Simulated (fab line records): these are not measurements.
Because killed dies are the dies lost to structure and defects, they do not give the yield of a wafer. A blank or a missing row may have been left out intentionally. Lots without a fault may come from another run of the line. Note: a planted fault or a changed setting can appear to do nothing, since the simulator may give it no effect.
Which tool was responsible? | flow nandHarc | 11 lots with 33 wafers sampled at 5 steps, on a route of 1302 steps

## WHAT EACH GAUGE READ, for each wafer
NHARC_END_SORT_01.
lot  | measured     | on        | killedAtArray | killedAtOther | killedAtPeriphery | killedDies | killedOpen | killedShort
L765 | day 27 15:32 | prober-01 | 44 45 29      | 0 2 0         | 4 2 2             | 48 49 31   | 0 2 1      | 2 4 2
L767 | day 28 06:03 | prober-02 | 58 54 35      | 0 0 0         | 6 4 4             | 64 58 39   | 5 2 3      | 3 3 1
L778 | day 32 09:56 | prober-01 | 41 41 30      | 1 0 1         | 4 2 3             | 46 43 34   | 4 7 4      | 1 2 2

## EACH LOT AND THE TOOL THAT RAN IT (in order: tool; ch and the chambers of the sampled wafers; start)
lot  | NHARC_A_STAIRCASE_HM_OPEN_457                | NHARC_A_STAIRCASE_DEP_301       | NHARC_A_STAIRCASE_DESCUM_312      | NHARC_A_STAIRCASE_HM_OPEN_463
L758 | rieDiel-04 ch 1,2,3, day 17 05:35 or earlier | pecvd-04 ch 1,2, day 17 05:35   | rieDiel-07 ch 0,3, day 17 06:25   | rieDiel-07 ch 0,3, no start
L760 | rieDiel-07 ch 0,1,3, day 18 02:35 or earlier | pecvd-01 ch 0,1, day 18 02:35   | rieDiel-10 ch 0,1,3, day 18 03:32 | rieDiel-10 ch 0,1,3, no start
L766 | rieDiel-07 ch 0,1,2, day 19 18:23 or earlier | pecvd-01 ch 0,2, day 19 18:23   | rieDiel-07 ch 0,2,3, day 19 19:14 | rieDiel-07 ch 0,1,3, no start
L765 | rieDiel-07 ch 1,3, day 20 05:03 or earlier   | pecvd-01 ch 0,2, day 20 05:03   | rieDiel-07 ch 0,1,3, day 20 05:52 | rieDiel-07 ch 2,3, day 27 15:32 or earlier
L767 | rieDiel-10 ch 1,2,3, day 20 18:40 or earlier | pecvd-01 ch 0,1,2, day 20 18:40 | rieDiel-10 ch 1,2,3, day 20 19:39 | rieDiel-10 ch 0,2,3, day 28 06:03 or earlier
L776 | rieDiel-10 ch 0,2, day 24 05:08 or earlier   | pecvd-02 ch 0,1, day 24 05:08   | rieDiel-07 ch 1,3, day 24 06:07   | rieDiel-07 ch 1,2, no start
L775 | rieDiel-10 ch 0,3, day 24 05:53 or earlier   | pecvd-01 ch 0,1,2, day 24 05:53 | rieDiel-04 ch 0,1, day 24 06:52   | rieDiel-04 ch 1,2, no start
L778 | rieDiel-10 ch 2,3, day 24 21:22 or earlier   | pecvd-02 ch 0,1,2, day 24 21:22 | rieDiel-10 ch 0,2,3, day 24 22:18 | rieDiel-10 ch 0,2,3, day 32 09:56 or earlier
L777 | rieDiel-07 ch 2,3, day 25 02:45 or earlier   | pecvd-04 ch 0,1,2, day 25 02:45 | rieDiel-04 ch 1,2, day 25 03:37   | rieDiel-04 ch 0,3, no start
L780 | rieDiel-04 ch 0,1,3, day 25 21:08 or earlier | pecvd-01 ch 0,1,2, day 25 21:08 | rieDiel-04 ch 0,2,3, day 25 22:07 | rieDiel-04 ch 1,2,3, no start
L779 | rieDiel-07 ch 0,1,3, day 26 08:00 or earlier | pecvd-01 ch 0,2, day 26 08:00   | rieDiel-10 ch 0,1,2, day 26 08:53 | rieDiel-10 ch 0,3, no start
- NHARC_A_STAIRCASE_HM_OPEN_457: chemistry O2/COS.
- NHARC_A_STAIRCASE_DEP_301: deposits SiON, target thk 30 nm.
- NHARC_A_STAIRCASE_DESCUM_312: chemistry O2, time 3 s.
- NHARC_A_STAIRCASE_HM_OPEN_463: chemistry O2/COS.

## AS READ BY THE TOOLS THEMSELVES (means over the sampled wafers that have a number; for cases with no such wafer, the mark the record gives instead)
NHARC_A_STAIRCASE_HM_OPEN_457.
lot  | tool       | drypumpMotorCurrentA (A) | oesProductAu (a.u.) | rfVppV (V) | showerheadPlenumPTorr (Torr) | throttleValvePct (%)
L758 | rieDiel-04 | 5.6                      | 1.007               | 465.7      | 3.06                         | 28.329
L760 | rieDiel-07 | 6.1                      | 1.005               | 467.6      | 3.12                         | 28.322
L766 | rieDiel-07 | 6.0                      | 0.999               | 468.0      | 3.14                         | 28.323
L765 | rieDiel-07 | 6.0                      | 0.999               | 464.4      | 3.02                         | 28.327
L767 | rieDiel-10 | 5.6                      | 1.009               | 464.6      | 2.98                         | 28.337
L776 | rieDiel-10 | 6.2                      | 1.003               | 465.7      | 3.05                         | 28.332
L775 | rieDiel-10 | 6.1                      | 0.993               | 466.6      | 3.07                         | 28.342
L778 | rieDiel-10 | 5.7                      | 1.004               | 464.2      | 2.97                         | 28.332
L777 | rieDiel-07 | 6.1                      | 0.995               | 464.9      | 3.02                         | 28.329
L780 | rieDiel-04 | 5.3                      | 1.001               | 467.3      | 3.12                         | 28.322
L779 | rieDiel-07 | 6.1                      | 1.012               | 465.8      | 3.09                         | 28.336

NHARC_A_STAIRCASE_DEP_301.
lot  | tool     | heaterPowerW (W) | rfFwdPowerW (W) | susceptorTempC (C)
L758 | pecvd-04 | 778              | 349.7           | 400.07
L760 | pecvd-01 | 932              | 349.1           | 399.95
L766 | pecvd-01 | 783              | 348.7           | 399.96
L765 | pecvd-01 | 816              | 441.7           | 400.15
L767 | pecvd-01 | 790              | 395.5           | 400.30
L776 | pecvd-02 | 811              | 349.2           | 399.80
L775 | pecvd-01 | 799              | 348.8           | 400.08
L778 | pecvd-02 | 778              | 348.1           | 400.21
L777 | pecvd-04 | 834              | 348.5           | 399.97
L780 | pecvd-01 | 783              | 347.9           | 399.83
L779 | pecvd-01 | 868              | 347.3           | 400.02

NHARC_A_STAIRCASE_DESCUM_312.
lot  | tool       | drypumpMotorCurrentA (A) | oesProductAu (a.u.) | rfVppV (V) | showerheadPlenumPTorr (Torr) | throttleValvePct (%)
L758 | rieDiel-07 | 6.4                      | 1.002               | 57.6       | 1.97                         | 11.308
L760 | rieDiel-10 | 5.7                      | 1.004               | 58.1       | 1.87                         | 11.312
L766 | rieDiel-07 | 6.2                      | 1.001               | 58.2       | 1.92                         | 11.314
L765 | rieDiel-07 | 6.1                      | 0.996               | 57.7       | 1.90                         | 11.316
L767 | rieDiel-10 | 5.5                      | 1.008               | 57.9       | 1.82                         | 11.318
L776 | rieDiel-07 | 6.0                      | 1.006               | 57.4       | 1.84                         | 11.305
L775 | rieDiel-04 | 4.7                      | 1.004               | 58.4       | 1.95                         | 11.300
L778 | rieDiel-10 | 5.9                      | 1.006               | 56.9       | 1.84                         | 11.311
L777 | rieDiel-04 | 5.2                      | 1.001               | 57.8       | 1.80                         | 11.307
L780 | rieDiel-04 | 5.5                      | 1.002               | 57.6       | 1.94                         | 11.315
L779 | rieDiel-10 | 5.8                      | 0.999               | 56.9       | 1.84                         | 11.313

NHARC_A_STAIRCASE_HM_OPEN_463.
lot  | tool       | drypumpMotorCurrentA (A) | oesProductAu (a.u.) | rfVppV (V) | showerheadPlenumPTorr (Torr) | throttleValvePct (%)
L758 | rieDiel-07 | 6.4                      | 1.000               | 468.6      | 3.20                         | 28.336
L760 | rieDiel-10 | 5.7                      | 1.006               | 466.4      | 3.05                         | 28.331
L766 | rieDiel-07 | 6.1                      | 1.005               | 466.8      | 3.11                         | 28.335
L765 | rieDiel-07 | 6.0                      | 0.991               | 466.2      | 3.05                         | 28.327
L767 | rieDiel-10 | 5.9                      | 1.012               | 465.5      | 3.02                         | 28.321
L776 | rieDiel-07 | 5.8                      | 0.996               | 466.7      | 3.06                         | 28.326
L775 | rieDiel-04 | 5.5                      | 1.007               | 464.4      | 2.99                         | 28.338
L778 | rieDiel-10 | 5.9                      | 1.003               | 464.9      | 3.00                         | 28.320
L777 | rieDiel-04 | 5.1                      | 0.993               | 469.9      | 3.26                         | 28.337
L780 | rieDiel-04 | 5.6                      | 1.002               | 464.7      | 3.02                         | 28.330
L779 | rieDiel-10 | 6.1                      | 1.009               | 465.8      | 3.06                         | 28.332

## THE ANSWER, worked out from the rows above alone
Rule: the lots themselves supply what counts as usual. Put in order of their means at a reading, lots are off if they are a third of the lots or fewer, leave a main group of 4 or more, and stand apart from it by a gap of 3 or more times the standard deviation of the main group's means; of several such gaps the widest counts. The tables above print the reading to a certain number of digits; a main group whose means all agree to those digits is not used. A lot without any number at a reading at which 4 lots or more have one is off too. All remaining lots with rows at the step are treated as sound. After the gauges, taken in route order, come the tools' own readings; for these a lot's mean is taken, as printed above. The first step at which some lot is off is used, and at that step the reading that is off furthest; a lot without a number counts as furthest.
Off: L765, L767, at NHARC_A_STAIRCASE_DEP_301 (rfFwdPowerW). For the main group the mean is 348.6 W and the standard deviation 0.69.
If a tool, at that step or one of the process steps before it, ran each lot that is off and ran no sound lot following the first of them, it fits. NHARC_A_STAIRCASE_HM_OPEN_457 gives no start for some lots, so the hours and the order of its lots are those of NHARC_A_STAIRCASE_DEP_301. None of those tried fits.

## WHAT WAS PUT IN BY THE SIMULATOR
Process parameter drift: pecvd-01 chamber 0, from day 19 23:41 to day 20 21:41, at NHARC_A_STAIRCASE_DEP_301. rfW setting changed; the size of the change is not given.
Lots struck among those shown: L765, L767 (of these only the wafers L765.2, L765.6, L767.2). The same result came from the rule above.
